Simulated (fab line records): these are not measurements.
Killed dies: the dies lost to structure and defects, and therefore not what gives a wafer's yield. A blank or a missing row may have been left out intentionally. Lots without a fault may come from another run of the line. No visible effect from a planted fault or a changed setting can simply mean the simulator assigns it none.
fab line records	flow nand_harc	part 1 of 2: steps 1 to 21 of 29
record lots=5	wafers=15	last_day=33
route steps=1302 shown A_CHANNEL_HOLE_D1@454
lots that met no fault: from a run of the same line without faults
start_h: the number of hours between the record's first day and the start of the first shown wafer of the lot	wait_h: hours elapsed since this lot's preceding step	" repeats the value in the row above	L1.1+2: a single row standing in for several wafers	- no value, or no start was given	* or withheld: withheld	< > ~ a bound
route shown NAME@n: names a module that has steps shown in the file, with the first one's number in the route	usual: the fault-free wafers' mean and standard deviation	same: alike in all rows	chamber/n: place in a boat	sites: readings site by site	_std_site: standard deviation across them	_edge_site: inner sites' mean taken away from outer sites' mean	radius_mm: for every site, how far away it sits from the centre of the wafer	mask NAME#n: copy n	behind: the last tool/chamber to shape the wafer	hold: reason for holding the lot/hours on hold/outcome of the hold	device: transistor that didn't switch, given as n, p or np	end of line: the route-end tests of the same wafers	step lacking rows: just its recipe	killed: the dies lost at the first sort to structure and to defects; this is not the yield of the wafer	map: shows each die of a wafer: x if killed, . if not, _ if none is there
set.NAME: the setting that was run; set.NAME@STEP: the one run at that earlier step	model.NAME: the simulator's own value behind a step, which no gauge read
lots at some steps of the route; a table a step, a row a wafer
services: the hour from which a tool's chamber was out of use, counted from the record's first day as start_h (under 0 if before that day), plus the number of hours and why
## steps
# step NHARC_A_CHANNEL_HOLE_D1_COAT_36
# recipe temp_c=260	time_s=75
lot.wafer	tool	chamber	start_h	wait_h
L079.1+4+5	litho_track-04	0	-	-
L085.3+4+5	litho_track-06	0	-	-
L087.1+2+6	litho_track-06	0	-	-
L096.1+2+3	litho_track-01	0	-	-
L097.1+2+6	litho_track-04	0	-	-
# step NHARC_A_CHANNEL_HOLE_D1_COAT_37
# recipe temp_c=225	time_s=65
lot.wafer	tool	chamber	start_h	wait_h
L079.1+4+5	litho_track-04	0	-	-
L085.3+4+5	litho_track-06	0	-	-
L087.1+2+6	litho_track-06	0	-	-
L096.1+2+3	litho_track-01	0	-	-
L097.1+2+6	litho_track-04	0	-	-
# step NHARC_A_CHANNEL_HOLE_D1_COAT_04
# recipe spin_rpm=1500	resist_thk_nm=90
lot.wafer	tool	chamber	start_h	wait_h
L079.1+4+5	litho_track-04	0	-	-
L085.3+4+5	litho_track-06	0	-	-
L087.1+2+6	litho_track-06	0	-	-
L096.1+2+3	litho_track-01	0	-	-
L097.1+2+6	litho_track-04	0	-	-
# step NHARC_A_CHANNEL_HOLE_D1_SOFTBAKE_05
# recipe temp_c=105	time_s=55
lot.wafer	tool	chamber	start_h	wait_h
L079.1+4+5	litho_track-04	0	-	-
L085.3+4+5	litho_track-06	0	-	-
L087.1+2+6	litho_track-06	0	-	-
L096.1+2+3	litho_track-01	0	-	-
L097.1+2+6	litho_track-04	0	-	-
# step NHARC_A_CHANNEL_HOLE_D1_EBR_06
lot.wafer	tool	chamber	start_h	wait_h
L079.1+4+5	litho_track-04	0	-	-
L085.3+4+5	litho_track-06	0	-	-
L087.1+2+6	litho_track-06	0	-	-
L096.1+2+3	litho_track-01	0	-	-
L097.1+2+6	litho_track-04	0	-	-
# step NHARC_A_CHANNEL_HOLE_D1_EXPOSE_07
# recipe na=1.35	target_cd_nm=100	sigma_outer=0.3	dose_mj=59.65	mask_id=HOLE_D1
lot.wafer	tool	chamber	start_h	wait_h	mask
L079.1+4+5	arfi_scanner-01	0	227.93	-	HOLE_D1#0
L085.3+4+5	arfi_scanner-01	0	293.13	-	HOLE_D1#0
L087.1+2+6	arfi_scanner-02	0	328.80	-	HOLE_D1#0
L096.1+2+3	arfi_scanner-03	0	405.27	-	HOLE_D1#0
L097.1+2+6	arfi_scanner-03	0	417.49	-	HOLE_D1#0
# step NHARC_A_CHANNEL_HOLE_D1_PEB_08
# recipe peb_temp_c=100	peb_time_s=65
lot.wafer	tool	chamber	start_h	wait_h
L079.1+4+5	litho_track-01	0	227.99	0.1
L085.3+4+5	litho_track-06	0	293.19	0.0
L087.1+2+6	litho_track-01	0	328.86	0.1
L096.1+2+3	litho_track-04	0	405.33	0.1
L097.1+2+6	litho_track-06	0	417.55	0.1
# step NHARC_A_CHANNEL_HOLE_D1_DEVELOP_09
# recipe develop_time_s=35	dev_temp_c=23
lot.wafer	tool	chamber	start_h	wait_h
L079.1+4+5	litho_track-01	0	-	-
L085.3+4+5	litho_track-06	0	-	-
L087.1+2+6	litho_track-01	0	-	-
L096.1+2+3	litho_track-04	0	-	-
L097.1+2+6	litho_track-06	0	-	-
# step NHARC_A_CHANNEL_HOLE_D1_CD_MEAS_10
# recipe target_cd_nm=100	landing_energy_ev=500
# usual cd_nm=100.1/0.65
lot.wafer	tool	chamber	start_h	wait_h	cd_nm
L079.1	cd_sem-01	0	228.07	-	100.8
L079.4	"	0	"	"	100.8
L079.5	"	0	"	"	101.3
L085.3	cd_sem-02	0	293.27	-	100.3
L085.4	"	0	"	"	99.9
L085.5	"	0	"	"	101.0
L087.1	cd_sem-02	0	328.94	-	99.3
L087.2	"	0	"	"	100.5
L087.6	"	0	"	"	100.8
L096.1	cd_sem-02	0	405.41	-	100.2
L096.2	"	0	"	"	99.7
L096.3	"	0	"	"	100.4
L097.1	cd_sem-01	0	417.63	-	100.5
L097.2	"	0	"	"	100.7
L097.6	"	0	"	"	100.1
# step NHARC_A_CHANNEL_HOLE_D1_OVL_MEAS_11
# usual overlay_x_nm=0.0/0.85	overlay_y_nm=0.2/0.67
lot.wafer	tool	chamber	start_h	wait_h	overlay_x_nm	overlay_y_nm
L079.1	overlay-01	-	228.15	-	-1.5	-0.3
L079.4	"	-	"	"	-1.3	0.2
L079.5	"	-	"	"	-0.8	-0.2
L085.3	overlay-01	-	293.35	-	0.3	0.0
L085.4	"	-	"	"	-0.3	0.3
L085.5	"	-	"	"	0.2	0.6
L087.1	overlay-01	-	329.03	-	0.3	0.9
L087.2	"	-	"	"	0.2	1.1
L087.6	"	-	"	"	0.4	0.3
L096.1	overlay-01	-	405.50	-	0.8	-0.1
L096.2	"	-	"	"	0.5	-0.2
L096.3	"	-	"	"	1.4	0.4
L097.1	overlay-02	-	417.72	-	-0.2	0.0
L097.2	"	-	"	"	-0.4	-0.5
L097.6	"	-	"	"	-0.2	-0.5
# step NHARC_A_CHANNEL_HOLE_D1_INSPECT_12
# usual raw_defect_count=5.6/2.8
lot.wafer	tool	chamber	start_h	wait_h	raw_defect_count
L079.1	defect_inspect-02	-	228.19	0.0	8
L079.4	"	-	"	"	6
L079.5	"	-	"	"	10
L085.3	defect_inspect-02	-	293.39	0.0	8
L085.4	"	-	"	"	3
L085.5	"	-	"	"	4
L087.1	defect_inspect-01	-	329.06	0.0	6
L087.2	"	-	"	"	5
L087.6	"	-	"	"	11
L096.1	defect_inspect-01	-	405.54	0.0	3
L096.2	"	-	"	"	4
L096.3	"	-	"	"	3
L097.1	defect_inspect-02	-	417.75	0.0	4
L097.2	"	-	"	"	1
L097.6	"	-	"	"	1
# step NHARC_A_CHANNEL_HOLE_D1_DESCUM_15
# recipe time_s=3	o2_flow_sccm=200	ar_flow_sccm=0	bias_power_w=0	chemistry=O2
# usual drypump_motor_current_A=5.5/0.35	oes_product_au=1.002/0.016	rf_vpp_V=57.6/1	showerhead_plenum_p_Torr=1.89/0.081	throttle_valve_pct=11.312/0.0093
lot.wafer	tool	chamber	start_h	wait_h	drypump_motor_current_A	oes_product_au	rf_hours_counter_h	rf_vpp_V	showerhead_plenum_p_Torr	throttle_valve_pct
L079.4	rie_diel-02	3	228.25	0.1	5.4	0.987	0	59.0	1.95	11.314
L079.1	"	2	"	"	5.9	0.982	0	58.2	1.84	11.318
L079.5	"	0	"	"	5.1	1.000	-	57.4	1.79	11.313
L085.4	rie_diel-02	2	293.46	0.1	5.9	0.977	6	57.2	1.83	11.299
L085.3	"	3	"	"	5.4	0.995	6	59.2	1.95	11.319
L085.5	"	2	"	"	5.9	0.983	-	56.4	1.83	11.299
L087.2	rie_diel-13	2	329.14	0.1	5.7	1.027	43	56.8	1.78	11.320
L087.1	"	3	"	"	5.9	1.027	50	56.4	1.89	11.321
L087.6	"	1	"	"	6.2	0.998	-	56.1	1.83	11.313
L096.2	rie_diel-02	2	405.60	0.1	5.9	1.009	0	57.3	1.83	11.309
L096.3	"	3	"	"	5.3	1.002	0	57.5	1.95	11.313
L096.1	"	1	"	"	5.5	1.010	0	58.0	1.99	11.303
L097.1	rie_diel-02	2	417.82	0.1	5.9	0.979	2	55.9	1.83	11.317
L097.2	"	0	"	"	5.1	0.997	1	57.5	1.79	11.331
L097.6	"	1	"	"	5.5	1.002	-	56.3	1.99	11.315
# step NHARC_A_CHANNEL_HOLE_D1_ETCH_38
# recipe target_depth_a=390	over_etch_frac=0.3	time_s=65	ion_energy_ev=80	cf4_flow_sccm=150	ar_flow_sccm=0	rf_w=300	bias_w=100	chemistry=CF4
# usual drypump_motor_current_A=5.5/0.34	oes_product_au=1.003/0.016	rf_vpp_V=151.1/1.3	showerhead_plenum_p_Torr=1.75/0.072	throttle_valve_pct=13.284/0.0091
# same over_etch_frac=0.3
lot.wafer	tool	chamber	start_h	wait_h	drypump_motor_current_A	oes_product_au	rf_hours_counter_h	rf_vpp_V	showerhead_plenum_p_Torr	throttle_valve_pct
L079.1	rie_diel-02	3	228.34	0.1	5.4	0.982	0	152.0	1.80	13.296
L079.4	"	0	"	"	5.1	1.005	0	149.7	1.66	13.295
L079.5	"	3	"	"	5.4	0.982	-	151.0	1.80	13.284
L085.3	rie_diel-02	0	293.53	0.1	5.1	1.011	7	147.8	1.66	13.280
L085.4	"	2	"	"	5.9	0.992	6	150.3	1.70	13.295
L085.5	"	0	"	"	5.1	1.010	-	151.4	1.66	13.293
L087.1	rie_diel-13	0	329.22	0.1	4.7	0.993	53	151.3	1.83	13.282
L087.2	"	1	"	"	6.2	0.986	46	151.2	1.70	13.294
L087.6	"	0	"	"	4.7	1.002	-	152.0	1.83	13.281
L096.1	rie_diel-02	3	405.70	0.1	5.4	1.000	0	150.4	1.80	13.286
L096.3	"	1	"	"	5.5	1.018	0	152.7	1.83	13.290
L096.2	"	2	"	"	5.9	1.001	0	150.8	1.70	13.291
L097.2	rie_diel-02	1	417.90	0.1	5.5	1.008	2	151.6	1.83	13.279
L097.1	"	2	"	"	5.9	0.991	2	151.7	1.70	13.285
L097.6	"	2	"	"	5.9	0.995	-	150.6	1.70	13.280
# step NHARC_A_CHANNEL_HOLE_D1_ETCH_39
# recipe target_depth_a=2600	over_etch_frac=0.3	time_s=325	ion_energy_ev=200	n2_flow_sccm=150	h2_flow_sccm=150	ar_flow_sccm=0	rf_w=400	bias_w=150	chemistry=N2/H2
# usual drypump_motor_current_A=5.5/0.35	oes_product_au=1.002/0.016	rf_vpp_V=429.8/2.5	showerhead_plenum_p_Torr=2.01/0.089	throttle_valve_pct=14.171/0.0086
# same over_etch_frac=0.3
lot.wafer	tool	chamber	start_h	wait_h	drypump_motor_current_A	oes_product_au	rf_hours_counter_h	rf_vpp_V	showerhead_plenum_p_Torr	throttle_valve_pct
L079.1	rie_diel-02	2	-	-	5.9	0.985	0	428.0	1.95	14.187
L079.4	"	3	"	"	5.4	0.987	0	431.0	2.08	14.175
L079.5	"	1	"	"	5.5	1.021	-	434.3	2.13	14.158
L085.4	rie_diel-02	3	-	-	5.4	0.983	6	432.5	2.08	14.169
L085.3	"	0	"	"	5.1	1.009	7	427.3	1.90	14.168
L085.5	"	3	"	"	5.4	0.991	-	431.7	2.08	14.176
L087.2	rie_diel-13	2	-	-	5.7	1.028	43	427.0	1.89	14.165
L087.1	"	0	"	"	4.7	1.025	53	432.5	2.12	14.178
L087.6	"	1	"	"	6.2	0.992	-	429.6	1.95	14.174
L096.3	rie_diel-02	3	-	-	5.4	1.008	0	430.1	2.08	14.169
L096.1	"	1	"	"	5.5	1.005	0	433.2	2.12	14.157
L096.2	"	2	"	"	5.9	0.991	0	428.4	1.95	14.163
L097.1	rie_diel-02	2	-	-	5.9	0.995	2	428.4	1.95	14.172
L097.2	"	3	"	"	5.4	1.000	2	431.4	2.08	14.159
L097.6	"	2	"	"	5.9	1.001	-	428.4	1.95	14.168
# step NHARC_A_CHANNEL_HOLE_D1_ETCH_34
# recipe target_depth_a=1540	time_s=77	cf4_flow_sccm=100	chf3_flow_sccm=30	ar_flow_sccm=0	rf_w=500	bias_w=200	chemistry=CF4/CHF3
# usual drypump_motor_current_A=5.6/0.35	oes_product_au=0.953/0.027	rf_vpp_V=370.0/2.3	showerhead_plenum_p_Torr=1.56/0.062	throttle_valve_pct=16.801/0.0086
lot.wafer	tool	chamber	start_h	wait_h	drypump_motor_current_A	oes_product_au	rf_hours_counter_h	rf_vpp_V	showerhead_plenum_p_Torr	throttle_valve_pct
L079.1	rie_diel-02	3	-	-	5.4	0.952	0	370.9	1.60	16.789
L079.4	"	0	"	"	5.1	0.973	0	368.7	1.48	16.804
L079.5	"	0	"	"	5.1	0.974	-	367.9	1.48	16.802
L085.3	rie_diel-02	2	-	-	6.0	0.911	6	369.2	1.51	16.796
L085.4	"	3	"	"	5.4	0.927	7	370.4	1.60	16.805
L085.5	"	3	"	"	5.4	0.916	-	371.5	1.60	16.795
L087.2	rie_diel-13	2	-	-	5.7	1.003	44	369.1	1.47	16.796
L087.1	"	0	"	"	4.7	0.974	53	372.8	1.63	16.794
L087.6	"	1	"	"	6.2	0.966	-	369.4	1.51	16.802
L096.1	rie_diel-02	1	-	-	5.5	0.979	0	371.0	1.63	16.808
L096.3	"	2	"	"	5.9	0.965	0	367.1	1.51	16.808
L096.2	"	3	"	"	5.4	0.966	0	370.9	1.60	16.801
L097.1	rie_diel-02	3	-	-	5.4	0.955	2	370.7	1.60	16.793
L097.2	"	0	"	"	5.1	0.964	1	365.6	1.47	16.806
L097.6	"	2	"	"	5.9	0.939	-	368.4	1.51	16.802
# step NHARC_A_CHANNEL_HOLE_D1_ETCH_16
# recipe target_depth_a=31000	over_etch_frac=0.3	time_s=806	ion_energy_ev=150	o2_flow_sccm=400	cos_flow_sccm=20	ar_flow_sccm=0	rf_w=500	bias_w=300	chemistry=O2/COS
# usual drypump_motor_current_A=5.5/0.35	oes_product_au=1.002/0.016	rf_vpp_V=313.6/1.9	showerhead_plenum_p_Torr=3.08/0.13	throttle_valve_pct=28.329/0.0081
# same over_etch_frac=0.3
lot.wafer	tool	chamber	start_h	wait_h	drypump_motor_current_A	oes_product_au	rf_hours_counter_h	rf_vpp_V	showerhead_plenum_p_Torr	throttle_valve_pct
L079.4	rie_diel-02	0	-	-	5.1	1.000	0	311.2	2.93	28.327
L079.1	"	1	"	"	5.5	1.013	0	315.9	3.25	28.325
L079.5	"	0	"	"	5.1	0.995	-	312.7	2.93	28.325
L085.3	rie_diel-02	1	-	-	5.6	1.028	7	316.0	3.24	28.344
L085.4	"	3	"	"	5.4	0.999	7	315.1	3.18	28.332
L085.5	"	1	"	"	5.6	1.035	-	317.3	3.24	28.331
L087.2	rie_diel-13	2	-	-	5.7	1.017	44	312.1	2.91	28.334
L087.1	"	3	"	"	5.9	1.003	50	312.8	3.08	28.320
L087.6	"	3	"	"	5.9	1.015	-	314.3	3.08	28.320
L096.2	rie_diel-02	3	-	-	5.4	1.015	0	314.2	3.17	28.323
L096.3	"	1	"	"	5.6	1.012	0	315.2	3.24	28.333
L096.1	"	2	"	"	5.9	1.005	0	314.2	2.99	28.324
L097.1	rie_diel-02	2	-	-	6.0	1.000	2	313.0	2.99	28.328
L097.2	"	0	"	"	5.1	0.997	1	311.2	2.93	28.338
L097.6	"	2	"	"	5.9	0.993	-	312.9	2.99	28.335
# step NHARC_A_CHANNEL_HOLE_D1_CD_MEAS_18
# usual cd_nm=99.2/2.5
lot.wafer	tool	chamber	start_h	wait_h	cd_nm
L079.1	cd_sem-03	-	229.36	-	98.7
L079.4	"	-	"	"	96.4
L079.5	"	-	"	"	96.6
L085.3	cd_sem-02	-	294.56	-	99.5
L085.4	"	-	"	"	102.2
L085.5	"	-	"	"	103.1
L087.1	cd_sem-02	-	330.23	-	100.4
L087.2	"	-	"	"	98.7
L087.6	"	-	"	"	100.6
L096.1	cd_sem-02	-	406.91	-	103.7
L096.2	"	-	"	"	102.1
L096.3	"	-	"	"	99.7
L097.1	cd_sem-03	-	418.92	-	101.8
L097.2	"	-	"	"	98.4
L097.6	"	-	"	"	100.2
# step NHARC_A_CHANNEL_HOLE_D1_ETCH_19
# recipe bias_v=1200	source_w=2500	pressure_mtorr=15	time_s=34.5	ar_flow_sccm=375	c4f8_flow_sccm=28.8	o2_flow_sccm=96.2	temp_c=-20	target_depth_a=*	chemistry=C4F8/O2/Ar
# usual drypump_motor_current_A=5.9/0.48	showerhead_plenum_p_Torr=3.68/0.14	throttle_valve_pct=37.038/0.0091
lot.wafer	tool	chamber	start_h	wait_h	drypump_motor_current_A	rf_hours_counter_h	showerhead_plenum_p_Torr	throttle_valve_pct
L079.1	har_etch-02	1	229.46	0.1	6.4	322	3.80	37.022
L079.4	"	0	"	"	5.1	-	3.43	37.031
L079.5	"	1	"	"	6.4	-	3.80	37.033
L085.3	har_etch-02	1	297.37	2.8	6.4	-	3.78	37.043
L085.4	"	1	"	"	6.4	-	3.78	37.045
L085.5	"	1	"	"	6.4	-	3.78	37.024
L087.1	har_etch-01	0	330.30	0.1	5.7	171	3.66	37.038
L087.2	"	1	"	"	6.1	171	3.62	37.034
L087.6	"	1	"	"	6.1	-	3.62	37.038
L096.1	har_etch-02	1	406.99	0.1	6.4	4	3.75	37.043
L096.2	"	0	"	"	5.1	4	3.96	37.036
L096.3	"	0	"	"	5.1	-	3.96	37.034
L097.1	har_etch-01	1	419.21	0.3	6.1	228	3.59	37.034
L097.2	"	0	"	"	5.7	228	3.63	37.034
L097.6	"	0	"	"	5.8	-	3.63	37.058
# step NHARC_A_CHANNEL_HOLE_D1_ETCH_20
# recipe bias_v=3000	source_w=withheld	pressure_mtorr=20	time_s=361.9	ar_flow_sccm=375	c4f8_flow_sccm=89.3	o2_flow_sccm=35.7	temp_c=-20	target_depth_a=16000	chemistry=C4F8/O2/Ar
# usual drypump_motor_current_A=5.9/0.48	showerhead_plenum_p_Torr=3.64/0.14	throttle_valve_pct=32.154/0.0087
lot.wafer	tool	chamber	start_h	wait_h	drypump_motor_current_A	rf_hours_counter_h	showerhead_plenum_p_Torr	throttle_valve_pct
L079.1	har_etch-02	1	229.60	0.1	6.4	322	3.75	32.145
L079.4	"	0	"	"	5.1	-	3.40	32.151
L079.5	"	1	"	"	6.4	-	3.75	32.146
L085.3	har_etch-02	1	297.73	0.3	6.4	-	3.74	32.144
L085.4	"	1	"	"	6.4	-	3.74	32.139
L085.5	"	1	"	"	6.4	-	3.74	32.163
L087.1	har_etch-01	0	330.42	0.1	5.8	171	3.62	32.151
L087.2	"	1	"	"	6.1	171	3.59	32.152
L087.6	"	1	"	"	6.1	-	3.59	32.147
L096.1	har_etch-02	1	407.10	0.1	6.4	4	3.71	32.165
L096.2	"	0	"	"	5.1	4	3.91	32.143
L096.3	"	0	"	"	5.1	-	3.91	32.174
L097.1	har_etch-01	1	419.32	0.1	6.1	228	3.56	32.153
L097.2	"	0	"	"	5.7	228	3.59	32.150
L097.6	"	0	"	"	5.7	-	3.59	32.147
# step NHARC_A_CHANNEL_HOLE_D1_ETCH_21
# recipe bias_v=3000	source_w=withheld	pressure_mtorr=20	time_s=514.3	ar_flow_sccm=375	c4f8_flow_sccm=89.3	o2_flow_sccm=35.7	temp_c=-20	target_depth_a=16000	chemistry=C4F8/O2/Ar
# usual drypump_motor_current_A=5.9/0.48	showerhead_plenum_p_Torr=3.64/0.14	throttle_valve_pct=32.155/0.0085
lot.wafer	tool	chamber	start_h	wait_h	drypump_motor_current_A	rf_hours_counter_h	showerhead_plenum_p_Torr	throttle_valve_pct
L079.1	har_etch-02	1	229.94	0.3	6.4	322	3.75	32.174
L079.4	"	0	"	"	5.1	-	3.40	32.159
L079.5	"	1	"	"	6.4	-	3.75	32.156
L085.3	har_etch-02	1	298.45	0.6	6.4	-	3.74	32.145
L085.4	"	1	"	"	6.4	-	3.74	32.157
L085.5	"	1	"	"	6.4	-	3.74	32.154
L087.1	har_etch-01	0	330.73	0.3	5.7	171	3.62	32.165
L087.2	"	1	"	"	6.1	171	3.59	32.159
L087.6	"	1	"	"	6.1	-	3.59	32.154
L096.1	har_etch-02	1	407.41	0.3	6.4	4	3.71	32.158
L096.2	"	0	"	"	5.1	4	3.91	32.149
L096.3	"	0	"	"	5.1	-	3.91	32.139
L097.1	har_etch-01	1	419.64	0.3	6.1	228	3.56	32.141
L097.2	"	0	"	"	5.7	228	3.59	32.179
L097.6	"	0	"	"	5.7	-	3.59	32.139
# step NHARC_A_CHANNEL_HOLE_D1_ETCH_22
# recipe bias_v=3000	source_w=withheld	pressure_mtorr=20	time_s=666.7	ar_flow_sccm=375	c4f8_flow_sccm=89.3	o2_flow_sccm=35.7	temp_c=-20	target_depth_a=16000	chemistry=C4F8/O2/Ar
# usual drypump_motor_current_A=5.9/0.48	showerhead_plenum_p_Torr=3.64/0.14	throttle_valve_pct=32.156/0.0093
lot.wafer	tool	chamber	start_h	wait_h	drypump_motor_current_A	rf_hours_counter_h	showerhead_plenum_p_Torr	throttle_valve_pct
L079.1	har_etch-02	1	230.40	0.4	6.4	322	3.75	32.157
L079.4	"	0	"	"	5.1	-	3.40	32.160
L079.5	"	1	"	"	6.4	-	3.75	32.151
L085.3	har_etch-02	1	299.40	0.8	6.4	-	3.74	32.155
L085.4	"	1	"	"	6.4	-	3.74	32.159
L085.5	"	1	"	"	6.4	-	3.74	32.164
L087.1	har_etch-01	0	331.17	0.4	5.7	172	3.62	32.158
L087.2	"	1	"	"	6.1	172	3.59	32.154
L087.6	"	1	"	"	6.1	-	3.59	32.170
L096.1	har_etch-02	1	407.86	0.4	6.4	5	3.71	32.145
L096.2	"	0	"	"	5.2	5	3.91	32.160
L096.3	"	0	"	"	5.1	-	3.91	32.160
L097.1	har_etch-01	1	420.08	0.4	6.1	229	3.55	32.146
L097.2	"	0	"	"	5.7	229	3.59	32.166
L097.6	"	0	"	"	5.7	-	3.59	32.162
